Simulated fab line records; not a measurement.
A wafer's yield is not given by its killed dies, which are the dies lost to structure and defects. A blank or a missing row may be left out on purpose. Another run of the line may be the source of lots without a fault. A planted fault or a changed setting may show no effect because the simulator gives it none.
Split-lot study | flow n5_finfet | 39 wafers read from 7 lots, route of 1938 steps

== ON THE SPLIT ==
At N5_DUMMY_GATE_ETCH_42 (etches SiO2 in CHF3/O2, target depth 3.5 nm, time 31 s), the setting bias_w was moved away from the recipe's 12 W on 12 of the 39 wafers read, by -18.6% to +4.8%. The other wafers ran this setting at the recipe's value.

The reading is taken at the split's own step.

== THE READING ==
rf_vpp_V, in V, at N5_DUMMY_GATE_ETCH_42 (etches SiO2 in CHF3/O2, target depth 3.5 nm, time 31 s). A value of 42.5 V with a standard deviation of 1.1 V is what fault-free wafers of this fab line usually give.

wafer  | tool, chamber at the split | bias_w as run, W | against the recipe | rf_vpp_V, V | against lot-mates on the recipe
L077.1 | rie_diel-04, 2             | 12               | recipe             | 43.5        | -
L077.2 | rie_diel-04, 1             | 10.4             | -13.3%             | 38.8        | -4.1
L077.3 | rie_diel-04, 3             | 10.4             | -13.3%             | 37.6        | -5.3
L077.4 | rie_diel-04, 0             | 10.4             | -13.3%             | 38.2        | -4.7
L077.5 | rie_diel-04, 3             | 12               | recipe             | 42.6        | -
L077.6 | rie_diel-04, 2             | 12               | recipe             | 42.7        | -
L079.1 | rie_diel-01, 1             | 12               | recipe             | 41.3        | -
L079.2 | rie_diel-01, 0             | 9.793            | -18.4%             | 36.5        | -6.5
L079.3 | rie_diel-01, 3             | 12               | recipe             | 44.5        | -
L079.4 | rie_diel-01, 2             | 9.793            | -18.4%             | 38.0        | -5.0
L079.5 | rie_diel-01, 0             | 12               | recipe             | 43.3        | -
L079.6 | rie_diel-01, 1             | 9.793            | -18.4%             | 35.6        | -7.4
L083.1 | rie_diel-06, 0             | 12               | recipe             | 42.4        | -
L083.2 | rie_diel-06, 1             | 12               | recipe             | 43.9        | -
L083.3 | rie_diel-06, 2             | 12               | recipe             | 43.8        | -
L083.4 | rie_diel-06, 3             | 12               | recipe             | 42.1        | -
L083.5 | rie_diel-06, 3             | 12               | recipe             | 41.9        | -
L083.6 | rie_diel-06, 2             | 12               | recipe             | 43.3        | -
L085.1 | rie_diel-01, 0             | 12               | recipe             | 42.0        | -
L085.2 | rie_diel-01, 2             | 12               | recipe             | 42.6        | -
L085.6 | rie_diel-01, 1             | 12               | recipe             | 43.2        | -
L086.1 | rie_diel-04, 2             | 12               | recipe             | 43.9        | -
L086.2 | rie_diel-04, 3             | 12               | recipe             | 41.2        | -
L086.3 | rie_diel-04, 1             | 12               | recipe             | 43.1        | -
L086.4 | rie_diel-04, 0             | 12               | recipe             | 42.8        | -
L086.5 | rie_diel-04, 2             | 12               | recipe             | 42.9        | -
L086.6 | rie_diel-04, 3             | 12               | recipe             | 41.4        | -
L094.1 | rie_diel-04, 2             | 12.58            | +4.8%              | 45.4        | +2.5
L094.2 | rie_diel-04, 1             | 12.58            | +4.8%              | 43.7        | +0.8
L094.3 | rie_diel-04, 3             | 12               | recipe             | 42.4        | -
L094.4 | rie_diel-04, 0             | 12               | recipe             | 42.9        | -
L094.5 | rie_diel-04, 1             | 12               | recipe             | 43.4        | -
L094.6 | rie_diel-04, 0             | 12.58            | +4.8%              | 44.0        | +1.1
L095.1 | rie_diel-01, 1             | 12               | recipe             | 41.6        | -
L095.2 | rie_diel-01, 3             | 9.774            | -18.6%             | 37.6        | -4.8
L095.3 | rie_diel-01, 0             | 9.774            | -18.6%             | 36.5        | -5.9
L095.4 | rie_diel-01, 2             | 12               | recipe             | 43.2        | -
L095.5 | rie_diel-01, 0             | 12               | recipe             | 42.4        | -
L095.6 | rie_diel-01, 1             | 9.774            | -18.6%             | 35.4        | -7.0

FIT RESULTS
A straight line over all 39 wafers: rf_vpp_V changes by +0.335 V for each +1% of bias_w; r = +0.95; the points scatter about the line by 0.85 V.
The same after taking each lot's own level away (the mean of its wafers on the recipe; 39 wafers): +0.334 V for each +1%; r = +0.95; scatter 0.84 V.
Per that fit: largest bias_w move, reading shift of 6.2 V.
The lots' own levels span 42.40 to 43.03 V, that is 0.6 times the standard deviation above.
Hence the lot-to-lot level has little effect on the slope; both slopes agree.
Check: -6.43 V against its lot-mates is what the line predicts for one of the wafers moved furthest among these (-18.6%) when that wafer is left out of the fit. It came out at -4.8 V against them.
Tool readings at the split's step, against how far the setting was moved: rf_vpp_V r = +0.95.

== OTHER SPLITS ON THESE WAFERS ==
Note: prior to the reading, these wafers also went through further splits. Each is held against what the fit with the lots' levels taken away leaves over:
other split on the same wafers | wafers away from the commonest value | r with rf_vpp_V (lot level and that fit taken away)
N5_FIN_CUT_CUT_ETCH_15 time_s  | 18                                   | +0.02
N5_DUMMY_GATE_ETCH_37 source_w | 18                                   | -0.12

== FILE'S OWN FIT ==
rf_vpp_V changes by +0.335 V for each +1% of bias_w, r = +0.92.
